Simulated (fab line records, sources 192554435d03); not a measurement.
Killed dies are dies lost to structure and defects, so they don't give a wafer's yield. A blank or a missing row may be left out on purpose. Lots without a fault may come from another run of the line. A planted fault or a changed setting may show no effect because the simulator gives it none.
Which tool did it? | flow n5_finfet | 12 lots, 36 wafers sampled, at 6 steps of a route of 1938

WHAT THE GAUGES READ, wafer by wafer
N5_BEOL_M10_THK_MEAS_01.
lot  | measured     | on            | M10_ILD_THK (nm)
L076 | day 10 03:07 | film_metro-01 | 264 275 269
L075 | day 10 22:17 | film_metro-01 | 273 266 272
L079 | day 11 06:43 | film_metro-02 | 268 272 269
L080 | day 12 02:27 | film_metro-01 | 261 267 266
L081 | day 12 09:04 | film_metro-02 | 267 263 270
L084 | day 13 06:07 | film_metro-01 | 262 267 268
L089 | day 14 02:48 | film_metro-02 | 263 269 273
L087 | day 14 01:56 | film_metro-01 | 258 265 271
L091 | day 14 11:14 | film_metro-01 | 265 266 267
L093 | day 15 05:40 | film_metro-02 | 263 264 270
L095 | day 15 14:38 | film_metro-01 | 267 270 264
L097 | day 16 17:20 | film_metro-01 | 267 269 267

WHICH TOOL RAN EACH LOT (tool, then ch and the chambers of the sampled wafers, then the start)
lot  | N5_BEOL_M9_ETCH_76                 | N5_BEOL_M9_CURE_72            | N5_BEOL_M9_SURFACE_TREAT_79  | N5_BEOL_M9_SPUTTER_48        | N5_BEOL_M9_ANNEAL_51
L076 | rie_diel-01 ch 1,2,3, day 9 22:29  | uv_cure-03 ch 1, day 9 23:20  | pvd_sputter-03, day 10 00:04 | pvd_sputter-03, day 10 00:17 | rtp_anneal-01 ch 0, day 10 00:40
L075 | rie_diel-01 ch 0,2, day 10 18:32   | uv_cure-02 ch 2, day 10 19:09 | pvd_sputter-02, day 10 20:02 | pvd_sputter-03, day 10 20:18 | rtp_anneal-01 ch 0, day 10 20:34
L079 | rie_diel-05 ch 0,2,3, day 11 03:08 | uv_cure-03 ch 1, day 11 03:54 | pvd_sputter-01, day 11 04:34 | pvd_sputter-02, day 11 04:44 | rtp_anneal-01 ch 0, day 11 05:16
L080 | rie_diel-06 ch 0,3, day 11 22:13   | uv_cure-02 ch 1, day 11 22:50 | pvd_sputter-03, day 11 23:38 | pvd_sputter-02, day 12 00:49 | rtp_anneal-01 ch 0, day 12 01:03
L081 | rie_diel-06 ch 0,1,2, day 12 05:34 | uv_cure-01 ch 1, day 12 06:12 | pvd_sputter-03, day 12 07:02 | pvd_sputter-02, day 12 07:13 | rtp_anneal-02 ch 0, day 12 07:40
L084 | rie_diel-01 ch 1,2, day 13 02:13   | uv_cure-03 ch 0, day 13 02:53 | pvd_sputter-01, day 13 04:13 | pvd_sputter-01, day 13 04:29 | rtp_anneal-01 ch 0, day 13 04:46
L089 | rie_diel-06 ch 1,2, day 13 22:07   | uv_cure-01 ch 0, day 13 22:44 | pvd_sputter-03, day 14 00:03 | pvd_sputter-03, day 14 00:20 | rtp_anneal-01 ch 0, day 14 00:56
L087 | rie_diel-05 ch 0,1,3, day 13 22:22 | uv_cure-02 ch 1, day 13 23:05 | pvd_sputter-02, day 13 23:46 | pvd_sputter-03, day 14 00:15 | rtp_anneal-01 ch 0, day 14 00:38
L091 | rie_diel-06 ch 0,2,3, day 14 07:29 | uv_cure-03 ch 0, day 14 08:12 | pvd_sputter-03, day 14 09:19 | pvd_sputter-03, day 14 09:35 | rtp_anneal-01 ch 0, day 14 09:49
L093 | rie_diel-01 ch 1,3, day 15 02:01   | uv_cure-02 ch 2, day 15 02:38 | pvd_sputter-01, day 15 03:39 | pvd_sputter-01, day 15 03:52 | rtp_anneal-02 ch 0, day 15 04:17
L095 | rie_diel-06 ch 0,1,2, day 15 10:36 | uv_cure-03 ch 2, day 15 11:13 | pvd_sputter-03, day 15 12:34 | pvd_sputter-03, day 15 12:50 | rtp_anneal-02 ch 0, day 15 13:11
L097 | rie_diel-06 ch 1,2,3, day 16 13:06 | uv_cure-02 ch 1, day 16 13:46 | pvd_sputter-01, day 16 15:17 | pvd_sputter-03, day 16 15:43 | rtp_anneal-01 ch 0, day 16 15:59
- N5_BEOL_M9_ETCH_76: etches underlayer in N2/H2, target depth 6.5 nm, time 5.2 s.
- N5_BEOL_M9_CURE_72: cures SiCOH lowk, time 120 s.
- N5_BEOL_M9_SURFACE_TREAT_79
- N5_BEOL_M9_SPUTTER_48: material Cu, target thk 12 nm, time 2 s.
- N5_BEOL_M9_ANNEAL_51: time 90 s.

THE ANSWER, worked out from the rows above alone
Rule: what is usual is taken from the lots themselves. Put in order of their means at a reading, lots are off if they are a third of the lots or fewer, leave a main group of 4 or more, and stand apart from it by a gap of 3 or more times the standard deviation of the main group's means; of several such gaps the widest counts. A main group whose means are all the same, to the digits that the tables above print for the reading, isn't used. A lot without any number at a reading at which 4 lots or more have one is off too. The other lots that the step has rows for count as sound.
No lot is off at any reading shown: from this, nothing can be told.

WHAT THE SIMULATOR HAD PUT IN
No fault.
